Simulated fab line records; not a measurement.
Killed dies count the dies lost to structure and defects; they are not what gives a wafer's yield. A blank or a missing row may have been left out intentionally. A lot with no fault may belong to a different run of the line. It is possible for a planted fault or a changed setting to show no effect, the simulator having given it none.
Split-lot study | flow n5_finfet | 21 wafers read from 7 lots, route of 1938 steps

## THE SPLIT ITSELF
At N5_BEOL_M13_COAT_58 (time 60 s, resist thk 89 nm), the setting spin_rpm was moved away from the recipe's 1500 rpm on 5 of the 21 wafers read, by -8.5% to +10.7%. For the rest of the wafers, this setting stayed at what the recipe calls for.

## FROM THE SPLIT TO THE READING: what the file shows between them, 3 steps
- N5_BEOL_M13_COAT_04: resist thk 400 nm
- N5_BEOL_M13_EBR_06
- N5_BEOL_M13_DESCUM_15: chemistry O2, time 7.9 s

## THE READING
etch.depth_nm (the simulator's own value, which no gauge read), in nm, at N5_BEOL_M13_ETCH_59 (etches BARC in N2/H2, target depth 89 nm, overetch 26.7 nm, time 67.9 s). There is no usual value for it anywhere in the file. The 16 wafers here that ran the recipe average 88.97 nm, standard deviation 0.27 nm.

wafer  | tool, chamber at the split | spin_rpm as run, rpm | against the recipe | etch.depth_nm, nm | against lot-mates on the recipe
L075.2 | litho_track-03, 0          | 1500                 | recipe             | 88.61             | -
L075.3 | litho_track-03, 0          | 1500                 | recipe             | 88.57             | -
L075.4 | litho_track-03, 0          | 1500                 | recipe             | 88.74             | -
L078.1 | litho_track-03, 0          | 1500                 | recipe             | 88.99             | -
L078.2 | litho_track-03, 0          | 1500                 | recipe             | 88.69             | -
L078.5 | litho_track-03, 0          | 1500                 | recipe             | 88.63             | -
L081.3 | litho_track-05, 0          | 1500                 | recipe             | 89.2              | -
L081.5 | litho_track-05, 0          | 1500                 | recipe             | 89                | -
L081.6 | litho_track-05, 0          | 1500                 | recipe             | 89.16             | -
L080.2 | litho_track-03, 0          | 1660                 | +10.7%             | 84.91             | -4.25
L080.4 | litho_track-03, 0          | 1660                 | +10.7%             | 84.85             | -4.31
L080.6 | litho_track-03, 0          | 1500                 | recipe             | 89.16             | -
L087.3 | litho_track-03, 0          | 1500                 | recipe             | 89.52             | -
L087.4 | litho_track-03, 0          | 1640                 | +9.3%              | 85.55             | -3.86
L087.6 | litho_track-03, 0          | 1500                 | recipe             | 89.3              | -
L093.4 | litho_track-05, 0          | 1500                 | recipe             | 88.95             | -
L093.5 | litho_track-05, 0          | 1500                 | recipe             | 88.83             | -
L093.6 | litho_track-05, 0          | 1500                 | recipe             | 89.1              | -
L096.2 | litho_track-01, 0          | 1372                 | -8.5%              | 93.23             | +4.14
L096.4 | litho_track-01, 0          | 1500                 | recipe             | 89.09             | -
L096.5 | litho_track-01, 0          | 1372                 | -8.5%              | 93.13             | +4.04

THE FIT
A straight line over all 21 wafers: etch.depth_nm changes by -0.419 nm for each +1% of spin_rpm; r = -0.99; the points scatter about the line by 0.34 nm.
The same after taking each lot's own level away (the mean of its wafers on the recipe; 21 wafers): -0.431 nm for each +1%; r = -1.00; scatter 0.18 nm.
That fit puts the effect of the largest move of spin_rpm on the reading at 4.6 nm.
Across the lots, their own levels run from 88.640 to 89.410 nm, a range of 2.9 times the standard deviation given above.
So the lot-to-lot level changes the slope little: the two slopes agree.
Check: -4.61 nm against its lot-mates is what the line predicts for one of the wafers moved furthest among these (+10.7%) when that wafer is left out of the fit. It came out at -4.25 nm against them.

## ADDITIONAL SPLITS CARRIED BY THESE WAFERS
Note: prior to the reading, these wafers also went through further splits. Each is held against what the fit with the lots' levels taken away leaves over:
other split on the same wafers | wafers away from the commonest value | r with etch.depth_nm (lot level and that fit taken away)
N5_BEOL_M11_COAT_05 spin_rpm   | 7                                    | +0.21

## THE WHOLE CHAIN: every reading that the file lists as answering this split, in the file's order
step                 | what it does                                                            | reading                                                                          | change (the file's fit)               | r (the file's)
N5_BEOL_M13_COAT_58  | time 60 s, resist thk 89 nm                                             | BARC_of_BEOL_M13_COAT_58.thk_nm (the simulator's own value, which no gauge read) | -0.428 nm for each +1% of the setting | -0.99
N5_BEOL_M13_ETCH_59  | etches BARC in N2/H2, target depth 89 nm, overetch 26.7 nm, time 67.9 s | etch.depth_nm (the simulator's own value, which no gauge read)                   | -0.426 nm for each +1% of the setting | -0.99
N5_BEOL_M13_STRIP_64 | strips in N2/H2                                                         | strip_time_to_endpoint_s                                                         | withheld for each +1% of the setting  | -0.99

## THE FILE'S OWN FIT
etch.depth_nm changes by -0.426 nm for each +1% of spin_rpm, r = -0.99.
